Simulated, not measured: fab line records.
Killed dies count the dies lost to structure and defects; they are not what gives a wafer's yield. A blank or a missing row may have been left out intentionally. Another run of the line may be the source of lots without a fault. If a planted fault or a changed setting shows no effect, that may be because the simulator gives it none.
Split-lot experiment    flow n5Finfet    route with 1938 steps; 7 lots, 21 wafers read

THE SPLIT
At N5_BEOL_M1_ILD_DEP_00 (deposits SiOC from DEMS/O2, target thk 79 nm, time 15.3 s), the setting timeS was moved away from the recipe's 15.3 s on 8 of the 21 wafers read, by -11.4% to +13.4%. For the rest of the wafers, this setting stayed at what the recipe calls for.

Between the split and the reading, the file records no step.

THE READING
M1_ILD_THK in nanometres, read at N5_BEOL_M1_THK_MEAS_01. Fault-free wafers of this fab line usually give 79.0 nm, standard deviation 1.2 nm.

wafer   tool, chamber at the split  timeS as run, s  against the recipe  M1_ILD_THK, nm  against lot-mates on the recipe
L082.4  pecvd-03, 2                 13.55            -11.4%              69.4            -11.8
L082.5  pecvd-03, 1                 15.3             recipe              81.2            -
L082.6  pecvd-03, 0                 13.55            -11.4%              71.8            -9.4
L088.2  pecvd-02, 0                 15.3             recipe              78.7            -
L088.3  pecvd-02, 1                 15.3             recipe              77.6            -
L088.5  pecvd-02, 1                 15.3             recipe              79.2            -
L092.3  pecvd-04, 2                 14.67            -4.1%               74.1            -6.0
L092.4  pecvd-04, 0                 15.3             recipe              80.1            -
L092.6  pecvd-04, 1                 14.67            -4.1%               75.9            -4.2
L090.2  pecvd-04, 2                 15.3             recipe              76.0            -
L090.4  pecvd-04, 1                 15.3             recipe              79.6            -
L090.6  pecvd-04, 2                 15.3             recipe              77.7            -
L091.1  pecvd-03, 2                 16.6             +8.5%               84.2            +5.4
L091.4  pecvd-03, 1                 16.6             +8.5%               86.8            +8.0
L091.6  pecvd-03, 2                 15.3             recipe              78.8            -
L096.1  pecvd-04, 2                 17.35            +13.4%              88.3            +8.2
L096.3  pecvd-04, 0                 15.3             recipe              80.1            -
L096.5  pecvd-04, 0                 17.35            +13.4%              91.5            +11.4
L095.1  pecvd-03, 2                 15.3             recipe              77.2            -
L095.2  pecvd-03, 1                 15.3             recipe              80.0            -
L095.5  pecvd-03, 2                 15.3             recipe              78.1            -

FIT RESULTS
A straight line over all 21 wafers: M1_ILD_THK changes by +0.788 nm for each +1% of timeS; r = +0.96; the points scatter about the line by 1.5 nm.
The same after taking each lot's own level away (the mean of its wafers on the recipe; 21 wafers): +0.834 nm for each +1%; r = +0.97; scatter 1.3 nm.
The reading moves by 11 nm for the largest change in timeS, on that fit.
Across the lots, their own levels run from 77.77 to 81.20 nm, a range of 2.9 times the standard deviation given above.
So the lot-to-lot level changes the slope little: the two slopes agree.
Check: with one of the wafers moved furthest among these (+13.4%) left out of the fit, the line predicts +11.6 nm for it against its lot-mates. Against them it came out at +8.2 nm.

THE WHOLE CHAIN: every reading that the file lists as answering this split, in the file's order
step                    what it does                                               reading                                                                            change (the file's fit)                r (the file's)
N5_BEOL_M1_ILD_DEP_00   deposits SiOC from DEMS/O2, target thk 79 nm, time 15.3 s  SiOC_of_BEOL_M1_ILD_DEP_00.thkNm (the simulator's own value, which no gauge read)  +0.824 nm for each +1% of the setting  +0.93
N5_BEOL_M1_THK_MEAS_01                                                             M1_ILD_THK                                                                         +0.826 for each +1% of the setting     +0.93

FILE'S OWN FIT
M1_ILD_THK changes by +0.826 nm for each +1% of timeS, r = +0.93.
